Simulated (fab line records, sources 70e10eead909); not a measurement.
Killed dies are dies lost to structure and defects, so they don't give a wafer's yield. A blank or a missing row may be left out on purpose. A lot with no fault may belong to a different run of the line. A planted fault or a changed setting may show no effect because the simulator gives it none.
Matching of chambers || flow nand harc || rie diel-09 running NHARC_A_STAIRCASE_TRIM_229: 4 sister chambers
The step chemistry O2, time 211.2 s. 4 wafers are shown with their chamber, then 7 later ones without.

== EACH WAFER AND ITS CHAMBER ==
{"wafer": "L277.5", "chamber": 2, "showerhead plenum p Torr (Torr)": 3.41}
{"wafer": "L281.6", "chamber": 1, "showerhead plenum p Torr (Torr)": 3.66}
{"wafer": "L286.1", "chamber": 0, "showerhead plenum p Torr (Torr)": 3.45}
{"wafer": "L286.2", "chamber": 3, "showerhead plenum p Torr (Torr)": 3.64}

== WAFERS MISSING THEIR CHAMBER ==
{"wafer": "L286.4", "showerhead plenum p Torr (Torr)": 3.64}
{"wafer": "L288.1", "showerhead plenum p Torr (Torr)": 3.64}
{"wafer": "L288.2", "showerhead plenum p Torr (Torr)": 3.64}
{"wafer": "L288.5", "showerhead plenum p Torr (Torr)": 3.64}
{"wafer": "L290.2", "showerhead plenum p Torr (Torr)": 3.63}
{"wafer": "L290.4", "showerhead plenum p Torr (Torr)": 3.39}
{"wafer": "L290.5", "showerhead plenum p Torr (Torr)": 3.64}

== CHAMBER TAKEN BY EACH ==
{"wafer": "L286.4", "from the rows above": 3, "in truth": 3}
{"wafer": "L288.1", "from the rows above": 3, "in truth": 3}
{"wafer": "L288.2", "from the rows above": 3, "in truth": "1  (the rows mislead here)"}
{"wafer": "L288.5", "from the rows above": 3, "in truth": 3}
{"wafer": "L290.2", "from the rows above": 3, "in truth": 3}
{"wafer": "L290.4", "from the rows above": 2, "in truth": 2}
{"wafer": "L290.5", "from the rows above": 3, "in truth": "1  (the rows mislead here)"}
Correct placement for 5 of the 7. Not placeable from these rows: 0. Wrongly placed: 2.
How it was worked out, from the rows above alone: a wafer's distance from a chamber is the root of the sum, over the readings, of the square of ((its reading less the chamber's mean) divided by the reading's scatter). If the next closest chamber is less than 2 further off than the closest, the wafer can't be placed; otherwise it belongs to the closest. The mean given for a chamber averages the wafers shown for that chamber. The scatter: with one shown wafer a chamber, the root of the mean of the squares of how far each hidden wafer lies from its nearest shown one.
